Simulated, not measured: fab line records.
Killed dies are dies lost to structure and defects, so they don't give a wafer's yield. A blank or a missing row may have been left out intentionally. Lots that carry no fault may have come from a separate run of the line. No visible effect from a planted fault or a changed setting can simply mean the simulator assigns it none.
Matching of chambers    flow n5-finfet    pecvd-01 running N5_BEOL_M4_PECVD_72: 3 sister chambers
The step deposits SiO2 from TEOS/O2, target thk 16 nm, time 18 s. 6 wafers are shown with their chamber, then 8 later ones without.

## WAFERS, EACH WITH ITS CHAMBER
wafer   chamber  throttle-valve-pct (%)  showerhead-plenum-p-Torr (Torr)
L079.2  2        20.3                    8.81
L079.4  0        25.0                    8.86
L083.1  2        20.0                    8.83
L083.3  0        25.0                    8.86
L083.4  1        24.5                    8.87
L095.1  1        24.4                    8.88

## WAFERS WHOSE CHAMBER IS MISSING
wafer   throttle-valve-pct (%)  showerhead-plenum-p-Torr (Torr)
L095.4  24.5                    8.85
L095.5  24.6                    8.87
L097.4  24.2                    8.87
L097.5  20.2                    8.83
L097.6  24.4                    8.86
L096.2  20.2                    8.86
L096.4  20.4                    8.82
L096.6  24.6                    8.88

## EACH ONE'S CHAMBER
wafer   from the rows above      in truth
L095.4  can't be placed: 1 or 0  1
L095.5  1                        1
L097.4  1                        1
L097.5  2                        2
L097.6  1                        1
L096.2  2                        2
L096.4  2                        2
L096.6  1                        1
Correct placement for 7 of the 8. Cannot be placed on the basis of these rows: 1; the candidates contain the true chamber in 1. Placed wrongly: 0.
How it was worked out, from the rows above alone: a wafer's distance from a chamber is the root of the sum, over the readings, of the square of ((its reading less the chamber's mean) divided by the reading's scatter). The wafer belongs to the nearest chamber; if the next one is less than 2 further off, it can't be placed. A chamber's mean is the mean of its shown wafers. The scatter: take each reading less its chamber's mean, square it, sum over the shown wafers, divide by the number of wafers less the number of chambers, and take the root.
